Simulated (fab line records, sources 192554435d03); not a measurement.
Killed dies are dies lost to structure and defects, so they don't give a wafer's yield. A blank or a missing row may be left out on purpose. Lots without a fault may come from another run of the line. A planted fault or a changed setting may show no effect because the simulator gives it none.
Chamber matching | flow n5_finfet | N5_BEOL_M5_ETCH_62 on rie_diel-01: 4 sister chambers
The step etches SOC in N2/H2, target depth 75 nm, overetch 15 nm, time 112.5 s. 22 wafers are shown with their chamber, then 11 later ones without.

WAFERS WITH THEIR CHAMBER
wafer  | chamber | showerhead_plenum_p_Torr (Torr) | drypump_motor_current_A (A) | oes_product_au (a.u.)
L076.3 | 0       | 2.64                            | 5.2                         | 0.57
L076.4 | 3       | 2.48                            | 6.3                         | 0.70
L076.6 | 2       | 2.40                            | 6.1                         | 0.55
L078.2 | 0       | 2.64                            | 5.2                         | 0.58
L078.4 | 2       | 2.40                            | 6.1                         | 0.55
L078.5 | 3       | 2.48                            | 6.2                         | 0.70
L081.1 | 1       | 2.52                            | 5.9                         | 0.56
L081.2 | 3       | 2.47                            | 6.3                         | 0.70
L081.5 | 0       | 2.64                            | 5.3                         | 0.57
L083.1 | 2       | 2.40                            | 6.1                         | 0.54
L083.2 | 3       | 2.47                            | 6.2                         | 0.69
L083.5 | 2       | 2.40                            | 6.1                         | 0.55
L085.2 | 0       | 2.64                            | 5.2                         | 0.56
L085.4 | 1       | 2.52                            | 5.8                         | 0.56
L085.6 | 0       | 2.64                            | 5.2                         | 0.57
L086.1 | 0       | 2.64                            | 5.2                         | 0.56
L086.2 | 1       | 2.51                            | 5.8                         | 0.56
L086.4 | 3       | 2.47                            | 6.2                         | 0.68
L087.1 | 3       | 2.47                            | 6.2                         | 0.68
L087.2 | 2       | 2.40                            | 6.1                         | 0.54
L087.6 | 3       | 2.47                            | 6.2                         | 0.68
L090.2 | 3       | 2.47                            | 6.3                         | 0.68

SIGNATURES (means of the wafers above)
reading                  | chamber 0 | chamber 1 | chamber 2 | chamber 3 | scatter within a chamber
showerhead_plenum_p_Torr | 2.6400    | 2.5167    | 2.4000    | 2.4725    | 0.00347
drypump_motor_current_A  | 5.217     | 5.833     | 6.100     | 6.237     | 0.0433
oes_product_au           | 0.5683    | 0.5600    | 0.5460    | 0.6887    | 0.00778
Rule: a wafer's distance from a chamber is the root of the sum, over the readings, of the square of ((its reading less the chamber's mean) divided by the reading's scatter). The wafer belongs to the nearest chamber; if the next one is less than 2 further off, it can't be placed. The scatter: the root of (the sum of the squares of (reading less its chamber's mean) over the shown wafers, divided by (wafers less chambers)).

WAFERS WITHOUT THEIR CHAMBER
wafer  | showerhead_plenum_p_Torr (Torr) | drypump_motor_current_A (A) | oes_product_au (a.u.)
L090.3 | 2.64                            | 5.2                         | 0.56
L090.4 | 2.51                            | 5.8                         | 0.56
L093.1 | 2.46                            | 6.2                         | 0.67
L093.2 | 2.63                            | 5.2                         | 0.55
L093.3 | 2.47                            | 6.2                         | 0.67
L094.4 | 2.46                            | 6.3                         | 0.68
L094.5 | 2.63                            | 5.2                         | 0.56
L094.6 | 2.51                            | 5.9                         | 0.55
L095.2 | 2.51                            | 5.8                         | 0.56
L095.4 | 2.63                            | 5.2                         | 0.55
L095.5 | 2.51                            | 5.8                         | 0.56

WHICH CHAMBER EACH WENT THROUGH
wafer  | from the rows above | in truth
L090.3 | 0                   | 0
L090.4 | 1                   | 1
L093.1 | 3                   | 3
L093.2 | 0                   | 0
L093.3 | 3                   | 3
L094.4 | 3                   | 3
L094.5 | 0                   | 0
L094.6 | 1                   | 1
L095.2 | 1                   | 1
L095.4 | 0                   | 0
L095.5 | 1                   | 1
Placed correctly: 11 of 11. Can't be placed from these rows: 0. Placed wrongly: 0.
